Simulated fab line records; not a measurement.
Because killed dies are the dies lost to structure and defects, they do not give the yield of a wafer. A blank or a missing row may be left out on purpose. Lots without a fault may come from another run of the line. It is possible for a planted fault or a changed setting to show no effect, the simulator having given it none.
fab line records	flow n5-finfet
record: lots: 24	wafers: 72	last-day: 19
route steps=1938 shown BEOL_M1@789 BEOL_M2@844
lots that met no fault: taken from a fault-free run of the same line
start-h: hours from the record's opening day to when the first of the lot's shown wafers began	wait-h: how many hours have passed since the lot's step before this one	" unchanged from the row above	L1.1+2: several wafers, shown together as one row	- value missing, or start not given	* or withheld: withheld	< > ~ a bound
route shown NAME@n: a module of which the file shows steps, and the number in the route of the first	usual: mean/standard deviation of fault-free wafers	same: alike in all rows	chamber/n: place in a boat	sites: the reading at each site	_std_site: standard deviation of those values	_edge_site: the outer-site mean with the inner-site mean subtracted	radius-mm: for every site, how far away it sits from the centre of the wafer	mask NAME#n: copy n	behind: the most recent tool/chamber to have shaped the wafer	hold: cause of the lot's hold/its duration in hours/its outcome	device: whichever transistor did not switch (one of n, p or np)	end of line: the tests these same wafers got at the end of their route	step lacking rows: just its recipe	killed: dies lost to structure and defects at the first sort, not the wafer's yield	map: shows each die of a wafer: x if killed, . if not, _ if none is there
set.NAME: the setting as run; set.NAME@STEP: as run at that earlier step	model.NAME: the simulator's own value behind a step, which no gauge read
a sample of lots followed through the steps of the route, with each step as a table and each wafer as a row
services: a tool's chamber out of use, with start hour (start-h, from the record's first day; less than 0 if before it), hours out, and reason
== steps ==
step: N5_BEOL_M1_DESCUM_33
recipe: chemistry: O2	time-s: 7	source-power-w: 50	bias-power-w: 20	pressure-mtorr: 20	rf-frequency-hz: 2.712e+07	temp-c: 40	resist: CAR-EUV	o2-flow-sccm: 225
usual: drypump-motor-current-A: 5.7/0.36	oes-product-au: 0.77/0.08	rf-vpp-V: 243.3/1.3	showerhead-plenum-p-Torr: 2.11/0.07	throttle-valve-pct: 20.64/0.21
lot.wafer	tool	chamber	start-h	wait-h	drypump-motor-current-A	oes-product-au	rf-hours-counter-h	rf-vpp-V	showerhead-plenum-p-Torr	throttle-valve-pct
L075.2	rie-diel-02	3	132.85	0.0	5.1	1.00	5	244.3	2.25	20.58
L075.3	"	2	"	"	5.6	0.73	182	243.2	2.06	20.57
L075.5	"	0	"	"	5.8	0.88	-	241.7	2.06	20.04
L074.2	rie-diel-01	2	133.97	0.0	5.5	0.73	155	246.1	2.17	20.73
L074.3	"	3	"	"	6.4	0.74	169	241.7	1.99	20.44
L074.6	"	3	"	"	6.5	0.74	-	241.5	1.99	20.42
L076.1	rie-diel-01	3	137.43	0.0	6.5	0.74	170	241.9	1.99	20.44
L076.4	"	0	"	"	5.7	0.72	174	243.0	2.11	20.77
L076.5	"	2	"	"	5.5	0.75	-	243.5	2.17	20.73
L077.3	rie-diel-02	0	147.75	0.0	5.8	0.87	44	241.6	2.06	20.06
L077.5	"	0	"	"	5.8	0.87	-	241.7	2.06	20.04
L077.6	"	3	"	"	5.0	0.97	-	246.5	2.25	20.60
L078.1	rie-diel-02	0	158.71	0.0	5.8	0.87	47	241.6	2.05	20.04
L078.2	"	1	"	"	5.6	0.73	181	244.7	2.17	20.69
L078.3	"	2	"	"	5.7	0.72	189	243.9	2.05	20.60
L079.2	rie-diel-02	3	162.88	0.0	5.0	0.97	15	245.6	2.25	20.61
L079.4	"	0	"	"	5.8	0.88	49	242.5	2.05	20.06
L079.6	"	1	"	"	5.6	0.75	-	244.3	2.17	20.71
L081.2	rie-diel-03	0	166.38	0.1	5.4	0.76	176	243.7	2.10	20.61
L081.3	"	2	"	"	5.4	0.76	142	243.7	2.10	20.78
L081.5	"	0	"	"	5.5	0.75	-	242.2	2.10	20.60
L080.1	rie-diel-02	1	169.15	0.1	5.6	0.74	184	245.6	2.17	20.70
L080.2	"	3	"	"	5.1	0.97	16	245.1	2.25	20.62
L080.6	"	0	"	"	5.8	0.87	-	243.9	2.05	20.07
L082.4	rie-diel-01	0	172.42	0.0	5.7	0.72	185	243.2	2.10	20.77
L082.5	"	2	"	"	5.5	0.74	-	244.3	2.16	20.72
L082.6	"	1	"	"	6.0	0.75	-	242.4	2.08	20.67
L083.2	rie-diel-01	3	187.42	0.0	6.4	0.74	184	240.8	1.98	20.46
L083.3	"	0	"	"	5.7	0.72	189	242.2	2.10	20.78
L083.5	"	0	"	"	5.8	0.72	-	243.1	2.10	20.78
L084.1	rie-diel-03	3	188.94	0.3	5.5	0.73	200	243.7	2.09	20.95
L084.4	"	0	"	"	5.4	0.74	183	242.4	2.10	20.60
L084.6	"	3	"	"	5.5	0.74	-	242.1	2.10	20.95
L085.2	rie-diel-03	1	195.79	0.0	5.9	0.95	4	245.1	2.22	20.47
L085.3	"	2	"	"	5.3	0.75	151	245.0	2.09	20.79
L085.6	"	3	"	"	5.5	0.73	-	243.3	2.10	20.95
L086.2	rie-diel-03	3	195.97	0.0	5.5	0.74	202	242.0	2.09	20.95
L086.3	"	2	"	"	5.3	0.76	151	242.7	2.09	20.79
L086.4	"	1	"	"	5.9	0.95	4	245.7	2.23	20.48
L087.1	rie-diel-03	0	204.80	0.0	5.4	0.75	187	243.4	2.10	20.63
L087.2	"	3	"	"	5.4	0.74	204	242.6	2.09	20.97
L087.6	"	1	"	"	5.9	0.94	-	245.6	2.22	20.50
L088.2	rie-diel-01	0	208.68	0.0	5.7	0.71	195	242.6	2.10	20.81
L088.5	"	1	"	"	6.1	0.73	-	244.1	2.08	20.66
L088.6	"	0	"	"	5.7	0.71	-	242.9	2.10	20.81
L089.2	rie-diel-01	0	216.57	0.0	5.7	0.71	196	243.0	2.10	20.81
L089.4	"	3	"	"	6.4	0.72	192	241.2	1.98	20.47
L089.5	"	0	"	"	5.7	0.72	-	244.0	2.10	20.81
L091.3	rie-diel-01	0	230.63	0.0	5.7	0.72	199	243.6	2.10	20.82
L091.4	"	3	"	"	6.4	0.72	195	243.4	1.98	20.47
L091.6	"	0	"	"	5.8	0.71	-	245.1	2.10	20.82
L090.2	rie-diel-03	1	234.50	0.0	5.9	0.91	15	245.3	2.22	20.48
L090.3	"	2	"	"	5.3	0.74	162	243.3	2.09	20.83
L090.4	"	3	"	"	5.5	0.73	213	242.9	2.09	20.97
L092.4	rie-diel-01	1	238.22	0.0	6.0	0.73	195	241.6	2.08	20.70
L092.5	"	0	"	"	5.7	0.72	-	243.7	2.10	20.81
L092.6	"	3	"	"	6.4	0.73	-	242.2	1.98	20.48
L093.1	rie-diel-01	2	245.94	1.7	5.5	0.72	183	245.1	2.16	20.76
L093.2	"	1	"	"	6.1	0.73	199	244.0	2.07	20.70
L093.4	"	0	"	"	5.7	0.70	204	243.2	2.09	20.82
L094.1	rie-diel-02	3	254.89	1.5	5.0	0.91	38	245.7	2.24	20.64
L094.2	"	1	"	"	5.6	0.72	205	244.0	2.17	20.75
L094.3	"	2	"	"	5.6	0.70	214	241.6	2.05	20.65
L095.1	rie-diel-01	2	257.31	0.0	5.5	0.71	188	242.9	2.16	20.76
L095.4	"	3	"	"	6.4	0.71	205	242.9	1.98	20.48
L095.5	"	1	"	"	6.0	0.72	-	243.5	2.07	20.71
L096.3	rie-diel-01	2	273.15	0.0	5.5	0.71	193	242.3	2.15	20.79
L096.5	"	1	"	"	6.1	0.71	-	242.7	2.07	20.72
L096.6	"	0	"	"	5.7	0.70	-	244.0	2.09	20.83
L097.1	rie-diel-03	3	273.45	0.0	5.5	0.72	220	242.2	2.09	20.99
L097.5	"	3	"	"	5.5	0.72	-	243.7	2.09	20.98
L097.6	"	0	"	"	5.4	0.72	-	242.8	2.09	20.62
step: N5_BEOL_M1_DEGAS_44
recipe: ambient: vacuum	temp-c: 250	time-s: 60
usual: heater-power-w: 334/42
lot.wafer	tool	chamber	start-h	wait-h	heater-power-w
L074.2	pvd-sputter-02	-	135.94	0.3	358
L074.3	"	-	"	"	335
L074.6	"	-	"	"	351
L075.2	pvd-sputter-03	-	144.62	0.8	307
L075.3	"	-	"	"	303
L075.5	"	-	"	"	376
L076.1	pvd-sputter-03	-	147.40	0.3	336
L076.4	"	-	"	"	382
L076.5	"	-	"	"	293
L077.3	pvd-sputter-01	-	157.76	0.3	363
L077.5	"	-	"	"	367
L077.6	"	-	"	"	350
L078.1	pvd-sputter-01	-	161.35	0.2	351
L078.2	"	-	"	"	352
L078.3	"	-	"	"	222
L079.2	pvd-sputter-03	-	171.77	0.3	330
L079.4	"	-	"	"	304
L079.6	"	-	"	"	391
L081.2	pvd-sputter-03	-	176.60	0.3	304
L081.3	"	-	"	"	331
L081.5	"	-	"	"	294
L080.1	pvd-sputter-03	-	176.68	0.2	306
L080.2	"	-	"	"	300
L080.6	"	-	"	"	386
L082.4	pvd-sputter-03	-	176.88	0.2	301
L082.5	"	-	"	"	385
L082.6	"	-	"	"	302
L083.2	pvd-sputter-01	-	188.40	0.0	220
L083.3	"	-	"	"	339
L083.5	"	-	"	"	355
L084.1	pvd-sputter-01	-	191.47	0.1	335
L084.4	"	-	"	"	223
L084.6	"	-	"	"	331
L085.2	pvd-sputter-03	-	196.88	0.1	294
L085.3	"	-	"	"	296
L085.6	"	-	"	"	337
L086.2	pvd-sputter-03	-	196.96	0.1	301
L086.3	"	-	"	"	295
L086.4	"	-	"	"	339
L088.2	pvd-sputter-03	-	214.99	0.7	342
L088.5	"	-	"	"	298
L088.6	"	-	"	"	383
L087.1	pvd-sputter-01	-	215.01	0.6	340
L087.2	"	-	"	"	364
L087.6	"	-	"	"	364
L089.2	pvd-sputter-03	-	229.17	0.2	293
L089.4	"	-	"	"	299
L089.5	"	-	"	"	299
L091.3	pvd-sputter-03	-	233.49	0.2	295
L091.4	"	-	"	"	334
L091.6	"	-	"	"	332
L090.2	pvd-sputter-03	-	236.72	0.3	299
L090.3	"	-	"	"	330
L090.4	"	-	"	"	297
L092.4	pvd-sputter-02	-	241.53	0.2	321
L092.5	"	-	"	"	407
L092.6	"	-	"	"	334
L093.1	pvd-sputter-03	-	247.97	0.2	380
L093.2	"	-	"	"	303
L093.4	"	-	"	"	296
L094.1	pvd-sputter-02	-	267.90	0.0	411
L094.2	"	-	"	"	333
L094.3	"	-	"	"	362
L095.1	pvd-sputter-03	-	271.69	0.5	297
L095.4	"	-	"	"	376
L095.5	"	-	"	"	296
L096.3	pvd-sputter-02	-	280.95	0.3	325
L096.5	"	-	"	"	338
L096.6	"	-	"	"	365
L097.1	pvd-sputter-01	-	285.51	0.3	359
L097.5	"	-	"	"	361
L097.6	"	-	"	"	358
step: N5_BEOL_M1_ANNEAL_89
recipe: temp-c: 400	time-s: 240	ambient: vacuum
usual: heater-power-w: 824/120
lot.wafer	tool	chamber	start-h	wait-h	heater-power-w
L074.2	pvd-sputter-01	-	139.40	0.0	863
L074.3	"	-	"	"	557
L074.6	"	-	"	"	873
L075.2	pvd-sputter-03	-	146.32	0.0	738
L075.3	"	-	"	"	842
L075.5	"	-	"	"	743
L076.1	pvd-sputter-01	-	149.10	0.0	556
L076.4	"	-	"	"	884
L076.5	"	-	"	"	859
L077.3	pvd-sputter-03	-	159.52	0.0	941
L077.5	"	-	"	"	847
L077.6	"	-	"	"	747
L078.1	pvd-sputter-01	-	162.90	0.0	858
L078.2	"	-	"	"	870
L078.3	"	-	"	"	545
L079.2	pvd-sputter-03	-	173.54	0.0	856
L079.4	"	-	"	"	733
L079.6	"	-	"	"	938
L081.2	pvd-sputter-01	-	178.32	0.0	900
L081.3	"	-	"	"	824
L081.5	"	-	"	"	877
L080.1	pvd-sputter-02	-	178.64	0.0	810
L080.2	"	-	"	"	921
L080.6	"	-	"	"	921
L082.4	pvd-sputter-03	-	178.84	0.0	944
L082.5	"	-	"	"	845
L082.6	"	-	"	"	750
L083.2	pvd-sputter-02	-	189.92	0.0	795
L083.3	"	-	"	"	1052
L083.5	"	-	"	"	845
L084.1	pvd-sputter-03	-	193.21	0.0	950
L084.4	"	-	"	"	815
L084.6	"	-	"	"	938
L085.2	pvd-sputter-03	-	198.54	0.0	952
L085.3	"	-	"	"	731
L085.6	"	-	"	"	943
L086.2	pvd-sputter-01	-	200.30	0.0	828
L086.3	"	-	"	"	874
L086.4	"	-	"	"	907
L088.2	pvd-sputter-01	-	216.56	0.0	842
L088.5	"	-	"	"	563
L088.6	"	-	"	"	829
L087.1	pvd-sputter-01	-	218.40	0.0	861
L087.2	"	-	"	"	903
L087.6	"	-	"	"	574
L089.2	pvd-sputter-03	-	230.89	0.0	764
L089.4	"	-	"	"	958
L089.5	"	-	"	"	932
L091.3	pvd-sputter-01	-	235.08	0.0	557
L091.4	"	-	"	"	854
L091.6	"	-	"	"	906
L090.2	pvd-sputter-03	-	238.32	0.0	947
L090.3	"	-	"	"	735
L090.4	"	-	"	"	856
L092.4	pvd-sputter-02	-	243.17	0.0	855
L092.5	"	-	"	"	1017
L092.6	"	-	"	"	844
L093.1	pvd-sputter-03	-	249.61	0.0	943
L093.2	"	-	"	"	751
L093.4	"	-	"	"	839
L094.1	pvd-sputter-03	-	270.43	0.0	717
L094.2	"	-	"	"	839
L094.3	"	-	"	"	755
L095.1	pvd-sputter-02	-	273.89	0.0	1058
L095.4	"	-	"	"	850
L095.5	"	-	"	"	792
L096.3	pvd-sputter-02	-	282.59	0.0	807
L096.5	"	-	"	"	934
L096.6	"	-	"	"	811
L097.1	pvd-sputter-03	-	287.29	0.0	943
L097.5	"	-	"	"	852
L097.6	"	-	"	"	728
step: N5_BEOL_M1_ANNEAL_93
recipe: temp-c: 400	time-s: 240	ambient: vacuum
usual: heater-power-w: 825/120
lot.wafer	tool	chamber	start-h	wait-h	heater-power-w
L074.2	pvd-sputter-01	-	139.84	0.0	834
L074.3	"	-	"	"	556
L074.6	"	-	"	"	886
L075.2	pvd-sputter-03	-	146.76	0.0	739
L075.3	"	-	"	"	844
L075.5	"	-	"	"	741
L076.1	pvd-sputter-01	-	149.54	0.0	540
L076.4	"	-	"	"	897
L076.5	"	-	"	"	856
L077.3	pvd-sputter-03	-	159.96	0.0	961
L077.5	"	-	"	"	863
L077.6	"	-	"	"	757
L078.1	pvd-sputter-01	-	163.34	0.0	873
L078.2	"	-	"	"	856
L078.3	"	-	"	"	558
L079.2	pvd-sputter-03	-	173.98	0.0	883
L079.4	"	-	"	"	752
L079.6	"	-	"	"	943
L081.2	pvd-sputter-01	-	178.76	0.0	912
L081.3	"	-	"	"	826
L081.5	"	-	"	"	881
L080.1	pvd-sputter-02	-	179.08	0.0	810
L080.2	"	-	"	"	926
L080.6	"	-	"	"	921
L082.4	pvd-sputter-03	-	179.28	0.0	936
L082.5	"	-	"	"	849
L082.6	"	-	"	"	758
L083.2	pvd-sputter-02	-	190.36	0.0	816
L083.3	"	-	"	"	1050
L083.5	"	-	"	"	847
L084.1	pvd-sputter-03	-	193.65	0.0	956
L084.4	"	-	"	"	822
L084.6	"	-	"	"	954
L085.2	pvd-sputter-03	-	198.98	0.0	938
L085.3	"	-	"	"	744
L085.6	"	-	"	"	936
L086.2	pvd-sputter-01	-	200.74	0.0	842
L086.3	"	-	"	"	880
L086.4	"	-	"	"	898
L088.2	pvd-sputter-01	-	217.00	0.0	855
L088.5	"	-	"	"	556
L088.6	"	-	"	"	839
L087.1	pvd-sputter-01	-	218.84	0.0	883
L087.2	"	-	"	"	909
L087.6	"	-	"	"	558
L089.2	pvd-sputter-03	-	231.33	0.0	753
L089.4	"	-	"	"	956
L089.5	"	-	"	"	952
L091.3	pvd-sputter-01	-	235.52	0.0	556
L091.4	"	-	"	"	853
L091.6	"	-	"	"	892
L090.2	pvd-sputter-03	-	238.76	0.0	949
L090.3	"	-	"	"	734
L090.4	"	-	"	"	841
L092.4	pvd-sputter-02	-	243.69	0.1	852
L092.5	"	-	"	"	1016
L092.6	"	-	"	"	852
L093.1	pvd-sputter-03	-	250.05	0.0	929
L093.2	"	-	"	"	753
L093.4	"	-	"	"	852
L094.1	pvd-sputter-03	-	270.87	0.0	737
L094.2	"	-	"	"	867
L094.3	"	-	"	"	743
L095.1	pvd-sputter-02	-	274.33	0.0	1031
L095.4	"	-	"	"	841
L095.5	"	-	"	"	813
L096.3	pvd-sputter-02	-	283.03	0.0	813
L096.5	"	-	"	"	930
L096.6	"	-	"	"	830
L097.1	pvd-sputter-03	-	287.73	0.0	945
L097.5	"	-	"	"	863
L097.6	"	-	"	"	750
step: N5_BEOL_M1_RS_MEAS_58
recipe: thk-meas-gauge: four-point-probe	reads: Co_of_BEOL_M1_CO_CAP_55+Cu_of_BEOL_M1_ECD_50+Co_of_BEOL_M1_CVD_47+TaN_of_BEOL_M1_ALD_84
usual: M1_RS: 0.68/0.037
lot.wafer	tool	chamber	start-h	wait-h	M1_RS[ohm/sq]
L074.2	film-metro-01	-	141.25	0.1	0.69
L074.3	"	-	"	"	0.67
L074.6	"	-	"	"	0.66
L075.2	film-metro-02	-	148.32	0.1	0.65
L075.3	"	-	"	"	0.64
L075.5	"	-	"	"	0.62
L076.1	film-metro-01	-	151.00	0.0	0.67
L076.4	"	-	"	"	0.63
L076.5	"	-	"	"	0.65
L077.3	film-metro-01	-	161.37	0.1	0.71
L077.5	"	-	"	"	0.63
L077.6	"	-	"	"	0.65
L078.1	film-metro-02	-	165.11	0.0	0.68
L078.2	"	-	"	"	0.72
L078.3	"	-	"	"	0.75
L079.2	film-metro-02	-	175.39	0.1	0.74
L079.4	"	-	"	"	0.66
L079.6	"	-	"	"	0.70
L081.2	film-metro-02	-	184.82	0.1	0.71
L081.3	"	-	"	"	0.74
L081.5	"	-	"	"	0.69
L080.1	film-metro-02	-	185.09	0.0	0.72
L080.2	"	-	"	"	0.67
L080.6	"	-	"	"	0.67
L082.4	film-metro-02	-	185.55	0.0	0.61
L082.5	"	-	"	"	0.67
L082.6	"	-	"	"	0.63
L083.2	film-metro-02	-	193.69	0.1	0.69
L083.3	"	-	"	"	0.68
L083.5	"	-	"	"	0.65
L084.1	film-metro-02	-	196.39	0.1	0.73
L084.4	"	-	"	"	0.65
L084.6	"	-	"	"	0.66
L085.2	film-metro-02	-	201.48	0.1	0.69
L085.3	"	-	"	"	0.69
L085.6	"	-	"	"	0.68
L086.2	film-metro-01	-	202.29	0.1	0.69
L086.3	"	-	"	"	0.70
L086.4	"	-	"	"	0.70
L088.2	film-metro-01	-	219.50	0.1	0.65
L088.5	"	-	"	"	0.62
L088.6	"	-	"	"	0.67
L087.1	film-metro-01	-	220.26	0.0	0.73
L087.2	"	-	"	"	0.71
L087.6	"	-	"	"	0.73
L089.2	film-metro-02	-	235.33	0.1	0.69
L089.4	"	-	"	"	0.70
L089.5	"	-	"	"	0.68
L091.3	film-metro-01	-	240.42	0.1	0.74
L091.4	"	-	"	"	0.73
L091.6	"	-	"	"	0.71
L090.2	film-metro-01	-	245.49	0.1	0.65
L090.3	"	-	"	"	0.66
L090.4	"	-	"	"	0.64
L092.4	film-metro-01	-	248.58	0.0	0.70
L092.5	"	-	"	"	0.64
L092.6	"	-	"	"	0.66
L093.1	film-metro-02	-	253.85	0.0	0.77
L093.2	"	-	"	"	0.74
L093.4	"	-	"	"	0.70
L094.1	film-metro-01	-	272.27	0.0	0.67
L094.2	"	-	"	"	0.72
L094.3	"	-	"	"	0.69
L095.1	film-metro-01	-	275.78	0.0	0.66
L095.4	"	-	"	"	0.66
L095.5	"	-	"	"	0.62
L096.3	film-metro-02	-	284.44	0.1	0.65
L096.5	"	-	"	"	0.61
L096.6	"	-	"	"	0.62
L097.1	film-metro-01	-	289.14	0.0	0.71
L097.5	"	-	"	"	0.67
L097.6	"	-	"	"	0.68
step: N5_BEOL_M2_HM_DEP_02
recipe: material: TiN	target-thk-a: 200	temp-c: 25	chamber-pressure-pa: 0.49996
usual: throttle-valve-pct: 30.6/1
lot.wafer	tool	chamber	start-h	wait-h	throttle-valve-pct
L074.2	pvd-sputter-01	-	141.92	0.5	31.2
L074.3	"	-	"	"	30.6
L074.6	"	-	"	"	29.8
L075.2	pvd-sputter-02	-	150.44	1.9	29.8
L075.3	"	-	"	"	31.6
L075.5	"	-	"	"	30.2
L076.1	pvd-sputter-01	-	151.22	0.0	30.3
L076.4	"	-	"	"	32.3
L076.5	"	-	"	"	30.6
L077.3	pvd-sputter-03	-	161.59	0.0	28.9
L077.5	"	-	"	"	30.5
L077.6	"	-	"	"	31.4
L078.1	pvd-sputter-02	-	166.19	0.9	31.6
L078.2	"	-	"	"	32.6
L078.3	"	-	"	"	30.1
L079.2	pvd-sputter-01	-	176.43	0.9	32.0
L079.4	"	-	"	"	29.7
L079.6	"	-	"	"	29.6
L081.2	pvd-sputter-03	-	186.12	1.1	30.4
L081.3	"	-	"	"	30.8
L081.5	"	-	"	"	31.1
L080.1	pvd-sputter-03	-	186.22	0.9	30.8
L080.2	"	-	"	"	31.1
L080.6	"	-	"	"	29.1
L082.4	pvd-sputter-03	-	186.32	0.6	30.8
L082.5	"	-	"	"	31.4
L082.6	"	-	"	"	28.6
L083.2	pvd-sputter-01	-	194.42	0.5	32.0
L083.3	"	-	"	"	30.8
L083.5	"	-	"	"	29.4
L084.1	pvd-sputter-03	-	196.61	0.0	30.8
L084.4	"	-	"	"	31.4
L084.6	"	-	"	"	31.1
L085.2	pvd-sputter-01	-	202.44	0.8	30.8
L085.3	"	-	"	"	32.3
L085.6	"	-	"	"	30.4
L086.2	pvd-sputter-01	-	203.02	0.6	29.6
L086.3	"	-	"	"	32.1
L086.4	"	-	"	"	30.7
L088.2	pvd-sputter-01	-	220.70	1.0	32.2
L088.5	"	-	"	"	29.7
L088.6	"	-	"	"	32.3
L087.1	pvd-sputter-03	-	225.55	5.1	30.6
L087.2	"	-	"	"	28.5
L087.6	"	-	"	"	30.3
L089.2	pvd-sputter-02	-	236.48	1.0	30.3
L089.4	"	-	"	"	32.6
L089.5	"	-	"	"	31.5
L091.3	pvd-sputter-03	-	241.28	0.7	28.7
L091.4	"	-	"	"	30.5
L091.6	"	-	"	"	30.4
L090.2	pvd-sputter-03	-	247.59	1.9	30.6
L090.3	"	-	"	"	30.7
L090.4	"	-	"	"	31.3
L092.4	pvd-sputter-02	-	249.74	1.0	30.1
L092.5	"	-	"	"	32.3
L092.6	"	-	"	"	30.0
L093.1	pvd-sputter-03	-	254.58	0.5	31.3
L093.2	"	-	"	"	30.3
L093.4	"	-	"	"	28.9
L094.1	pvd-sputter-02	-	275.09	2.6	29.8
L094.2	"	-	"	"	30.3
L094.3	"	-	"	"	31.8
L095.1	pvd-sputter-01	-	276.78	0.8	29.4
L095.4	"	-	"	"	31.1
L095.5	"	-	"	"	29.5
L096.3	pvd-sputter-03	-	285.39	0.8	28.8
L096.5	"	-	"	"	28.8
L096.6	"	-	"	"	30.5
L097.1	pvd-sputter-02	-	291.13	1.8	30.4
L097.5	"	-	"	"	30.4
L097.6	"	-	"	"	31.7
== services ==
tool	chamber	start-h	hours	kind
rie-diel-03	1	123.37	2.8	repair
rie-diel-01	1	129.06	5.2	repair
rie-diel-01	1	149.61	2.3	repair
rie-diel-01	2	150.61	2.8	repair
rie-diel-03	1	161.54	-	clean
rie-diel-03	1	161.54	-	consumable-replace:focus-ring
rie-diel-03	1	161.54	-	consumable-replace:showerhead
rie-diel-03	1	161.54	15.7	scheduled-down
rie-diel-03	1	161.54	15.7	vent-cycle
pvd-sputter-03	-	168.35	2.5	repair
rie-diel-03	-	238.74	15.6	pm
rie-diel-02	-	241.28	5.4	repair
pvd-sputter-03	-	256.81	10.5	repair
rie-diel-03	0	260.05	1.3	repair
== key ==
fault none
